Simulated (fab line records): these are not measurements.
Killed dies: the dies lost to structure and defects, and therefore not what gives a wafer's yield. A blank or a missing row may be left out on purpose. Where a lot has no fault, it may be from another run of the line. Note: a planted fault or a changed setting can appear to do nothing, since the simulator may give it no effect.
Chamber matching | flow n5-finfet | 4 sister chambers for N5_FIN_SAQP_STRIP_55 on rie-diel-04
The step strips in N2/H2. 14 wafers are shown with their chamber, then 7 later ones without.

## WAFERS WITH THEIR CHAMBER
wafer  | chamber | drypump-motor-current-A (A) | showerhead-plenum-p-Torr (Torr) | throttle-valve-pct (%)
L261.2 | 1       | 5.8                         | 3.44                            | 19.6
L261.5 | 1       | 5.8                         | 3.44                            | 19.7
L261.6 | 0       | 6.0                         | 3.54                            | 19.5
L265.1 | 1       | 5.8                         | 3.44                            | 19.2
L265.5 | 3       | 4.9                         | 3.25                            | 19.1
L265.6 | 2       | 4.8                         | 3.48                            | 18.7
L268.2 | 0       | 6.0                         | 3.54                            | 19.6
L268.5 | 1       | 5.8                         | 3.43                            | 19.2
L268.6 | 2       | 4.9                         | 3.48                            | 18.7
L269.2 | 3       | 4.9                         | 3.24                            | 19.1
L269.3 | 2       | 4.9                         | 3.48                            | 18.7
L269.4 | 1       | 5.8                         | 3.43                            | 19.2
L270.1 | 0       | 6.0                         | 3.53                            | 19.5
L270.3 | 2       | 4.9                         | 3.48                            | 18.7

SIGNATURES, as means of the wafers listed above
reading                  | chamber 0 | chamber 1 | chamber 2 | chamber 3 | scatter within a chamber
drypump-motor-current-A  | 6.000     | 5.800     | 4.875     | 4.900     | 0.0274
showerhead-plenum-p-Torr | 3.5367    | 3.4360    | 3.4800    | 3.2450    | 0.00486
throttle-valve-pct       | 19.533    | 19.380    | 18.700    | 19.100    | 0.16
Rule: for a wafer and a chamber, the distance is found by dividing, reading by reading, the gap between the wafer's reading and the chamber's mean by the reading's scatter, squaring, summing and taking the root. The wafer belongs to the nearest chamber; if the next one is less than 2 further off, it can't be placed. How the scatter is found: for the shown wafers, subtract from each reading the mean of its chamber, square and add these, divide the total by (wafers less chambers), then take the root.

## WAFERS WITH NO CHAMBER GIVEN
wafer  | drypump-motor-current-A (A) | showerhead-plenum-p-Torr (Torr) | throttle-valve-pct (%)
L270.4 | 5.8                         | 3.43                            | 19.2
L280.1 | 5.8                         | 3.42                            | 19.3
L280.3 | 6.0                         | 3.52                            | 19.6
L280.5 | 6.0                         | 3.52                            | 19.6
L281.3 | 4.9                         | 3.47                            | 18.7
L281.4 | 4.9                         | 3.23                            | 19.2
L281.6 | 4.9                         | 3.47                            | 18.7

## THE CHAMBER EACH PASSED THROUGH
wafer  | from the rows above | in truth
L270.4 | 1                   | 1
L280.1 | 1                   | 1
L280.3 | 0                   | 0
L280.5 | 0                   | 0
L281.3 | 2                   | 2
L281.4 | 3                   | 3
L281.6 | 2                   | 2
Correct placement for 7 of the 7. Not placeable from these rows: 0. 0 placed wrongly.
